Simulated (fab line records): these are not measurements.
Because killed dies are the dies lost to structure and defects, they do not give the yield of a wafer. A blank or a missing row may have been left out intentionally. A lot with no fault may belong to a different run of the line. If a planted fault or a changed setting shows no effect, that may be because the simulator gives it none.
One fault seen from 2 desks | flow nand-harc | each desk has only its own numbers; what lay behind them comes last

== THE DEFECT DESK ==
Lot by lot, what the route's inspections counted, given as the mean of those sampled wafers with a number. Marked OUT: a lot whose mean sits more than 4 standard deviations from the usual mean, which makes it out of limits; the brackets give that distance.
Columns: A = raw-defect-count at NHARC_P_GATE_INSPECT_68, usual 191
lot  | first seen here | A
L739 | day 5 18:00     | 179
L740 | day 6 07:29     | 224
L741 | day 6 15:02     | 125
L743 | day 7 13:37     | 180
L745 | day 8 15:41     | 185
L753 | day 12 03:44    | 156
L755 | day 12 14:26    | 207
L756 | day 12 18:40    | 227
L758 | day 13 20:34    | 187
L760 | day 14 08:08    | 102
L761 | day 14 21:44    | 208
L762 | day 15 05:26    | 183
This desk's finding: nothing out of limits on any of the 12 lots.

== AT THE TOOL OWNER'S DESK: rie-diel-08 ==
The tool's own readings at NHARC_P_CONTACT_ETCH_36 (etches the open film in N2/H2, target depth 260 nm, time 406.25 s): means of the sampled wafers that have a number, for each lot that ran on this tool. Marked OUT: a lot whose mean sits more than 4 standard deviations from the usual mean, which makes it out of limits; the brackets give that distance.
Columns: A = drypump-motor-current-A at NHARC_P_CONTACT_ETCH_36, usual 5.9 A; B = oes-product-au at NHARC_P_CONTACT_ETCH_36, usual 1.000 a.u.; C = rf-vpp-V at NHARC_P_CONTACT_ETCH_36, usual 430.6 V; D = showerhead-plenum-p-Torr at NHARC_P_CONTACT_ETCH_36, usual 2.05 Torr; E = throttle-valve-pct at NHARC_P_CONTACT_ETCH_36, usual 14.171 %
lot  | first seen here | A   | B               | C     | D    | E
L741 | day 6 16:56     | 6.2 | 1.010           | 429.3 | 2.00 | 14.162
L745 | day 8 17:31     | 5.6 | 1.000           | 430.5 | 2.06 | 14.171
L753 | day 12 05:37    | 6.2 | 0.836 (-16) OUT | 428.9 | 2.00 | 14.171
L755 | day 12 16:25    | 5.4 | 0.832 (-17) OUT | 431.4 | 2.10 | 14.165
This desk's finding: out of limits on L753, L755; first on L753, day 12 05:37 (oes-product-au at NHARC_P_CONTACT_ETCH_36). L741, L745 stayed within limits.

== ALL TOGETHER ==
The tool owner's desk had the chance to raise an alarm at day 12 05:37 on L753, L755.
Nothing the defect desk looked at was out of limits.
The defect desk has L753, L755 on record, within its limits.
On rie-diel-08, each named lot ran NHARC_P_CONTACT_ETCH_36.

== WHAT THE SIMULATOR PUT IN ==
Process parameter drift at NHARC_P_CONTACT_ETCH_36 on rie-diel-08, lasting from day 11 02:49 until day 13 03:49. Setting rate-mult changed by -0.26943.
Shown lots that were struck: L753, L755.
Time in hours from fault onset to the first out-of-limits reading at each desk: the tool owner's desk, 27.
